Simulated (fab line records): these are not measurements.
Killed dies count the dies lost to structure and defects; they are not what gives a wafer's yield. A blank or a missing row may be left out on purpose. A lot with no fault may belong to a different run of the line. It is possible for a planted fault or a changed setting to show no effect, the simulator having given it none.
The same fault as seen by 3 desks :: flow n5-finfet :: every desk sees just its own numbers, and what lay behind them comes last
Where a reading is given only as a bound, like >300, the bound stands for it, and a mean or a difference that rests on one is marked > or <: the true number lies beyond.

== THE DEFECT DESK ==
For each lot, the counts of the inspections along the route, averaged over the sampled wafers that have a number. Marked OUT: a lot whose mean sits more than 4 standard deviations from the usual mean, which makes it out of limits; the brackets give that distance.
Columns: A = raw-defect-count at N5_BEOL_M0_SAQP_INSPECT_42, usual 324; B = raw-defect-count at N5_BEOL_M0_CUTY_INSPECT_59, usual 2.2
lot: L201
first seen here: day 6 08:24
A: 323
B: 1.3

lot: L202
first seen here: day 6 11:20
A: 208
B: 1.0

lot: L205
first seen here: day 7 01:02
A: 263
B: 4.7

lot: L206
first seen here: day 7 09:02
A: 1510 (+12) OUT
B: >300 (+99 or more) OUT

lot: L207
first seen here: day 7 17:23
A: 1467 (+12) OUT
B: >300 (+99 or more) OUT

lot: L208
first seen here: day 8 00:58
A: 1498 (+12) OUT
B: >300 (+99 or more) OUT

lot: L218
first seen here: day 10 12:23
A: 343
B: 3.0

lot: L219
first seen here: day 10 15:14
A: 364
B: 2.3

lot: L220
first seen here: day 10 22:27
A: 257
B: 2.7
Finding of this desk: L206, L207, L208 out of limits; the first was L206 at day 7 09:02, on raw-defect-count at N5_BEOL_M0_SAQP_INSPECT_42. In limits: L201, L202, L205, L218, L219, L220.

== AT THE METROLOGY DESK ==
Means of the sampled wafers that have a number, per lot and without regard to the tool the lot ran on: this is what the gauges read. Marked OUT: a lot whose mean sits more than 4 standard deviations from the usual mean, which makes it out of limits; the brackets give that distance. It has 11 readings; the 7 that lie furthest out on some lot are the ones shown.
Columns: A = cd-nm at N5_BEOL_M0_SAQP_CD_MEAS_40, usual 29.99 nm; B = DIBL_N at N5_BEOL_M4_RC_MEAS_101, usual 36.6 mV/V; C = ION_N at N5_BEOL_M4_RC_MEAS_101, usual 671 uA/um; D = ION_P at N5_BEOL_M4_RC_MEAS_101, usual 460 uA/um; E = SS_N at N5_BEOL_M4_RC_MEAS_101, usual 71.8 mV/dec; F = SS_P at N5_BEOL_M4_RC_MEAS_101, usual 73.3 mV/dec; G = VT_N at N5_BEOL_M4_RC_MEAS_101, usual 250 mV
lot: L201
first seen here: day 6 08:19
A: 30.19
B: 36.9
C: 673
D: 460
E: 72.4
F: 74.4
G: 246

lot: L202
first seen here: day 6 11:14
A: 29.89
B: 35.5
C: 669
D: 458
E: 71.8
F: 73.2
G: 250

lot: L205
first seen here: day 7 00:57
A: 30.16
B: 38.8
C: 678
D: 461
E: 72.5
F: 74.0
G: 248

lot: L206
first seen here: day 7 08:56
A: 29.95
B: 39.1
C: 669
D: 462
E: 72.3
F: 73.6
G: 247

lot: L207
first seen here: day 7 17:17
A: 29.80
B: 35.9
C: 673
D: 460
E: 72.0
F: 73.2
G: 249

lot: L208
first seen here: day 8 00:53
A: 30.34
B: 34.1
C: 669
D: 462
E: 70.9
F: 72.7
G: 251

lot: L218
first seen here: day 10 12:17
A: 29.76
B: 36.5
C: 653
D: 449
E: 71.5
F: 73.4
G: 254

lot: L219
first seen here: day 10 15:08
A: 30.42
B: 36.6
C: 674
D: 457
E: 71.7
F: 73.2
G: 251

lot: L220
first seen here: day 10 22:22
A: 29.69
B: 35.2
C: 664
D: 464
E: 71.0
F: 72.8
G: 251
This desk's finding: nothing out of limits on any of the 9 lots.

== AT THE TOOL OWNER'S DESK: vapor-etch-02 ==
The tool's own readings at N5_BEOL_M0_SAQP_RECESS_114 (chemistry HF/NH3, target SiO2, target depth 14.4 nm, afs cycles 3, sublimation time 60 s): means of the sampled wafers that have a number, for each lot that ran on this tool. Marked OUT: a lot whose mean sits more than 4 standard deviations from the usual mean, which makes it out of limits; the brackets give that distance.
Columns: A = drypump-motor-current-A at N5_BEOL_M0_SAQP_RECESS_114, usual 5.5 A; B = sublimation-temp-c at N5_BEOL_M0_SAQP_RECESS_114, usual 180.01 C
lot: L201
first seen here: day 6 05:01
A: 5.4
B: 180.02

lot: L202
first seen here: day 6 08:07
A: 5.4
B: 179.95

lot: L205
first seen here: day 6 21:26
A: 5.7
B: 180.08

lot: L206
first seen here: day 7 05:40
A: 6.0
B: 180.22

lot: L207
first seen here: day 7 13:57
A: 5.4
B: 179.92

lot: L208
first seen here: day 7 20:56
A: 5.4
B: 180.04

lot: L218
first seen here: day 10 08:58
A: 5.7
B: 179.84

lot: L219
first seen here: day 10 11:49
A: 5.7
B: 180.07

lot: L220
first seen here: day 10 19:11
A: 5.4
B: 180.07
This desk's finding: nothing out of limits on any of the 9 lots.

== BROUGHT TOGETHER ==
The defect desk could have raised an alarm at day 7 09:02, on L206, L207, L208.
At the metrology desk, nothing out of limits was observed.
The desk of the tool owner found nothing out of limits.
The metrology desk has L206, L207, L208 on record, within its limits.
Tool owner's desk: L206, L207, L208 on record, inside its limits.
The lots listed all ran N5_BEOL_M0_SAQP_RECESS_114 on vapor-etch-02.

== WHAT THE SIMULATOR HAD INSERTED ==
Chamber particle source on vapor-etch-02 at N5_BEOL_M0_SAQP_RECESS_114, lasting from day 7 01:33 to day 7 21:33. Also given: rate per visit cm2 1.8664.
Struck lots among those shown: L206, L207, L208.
Hours from the fault's start to each desk's first reading out of limits: the defect desk, 7.
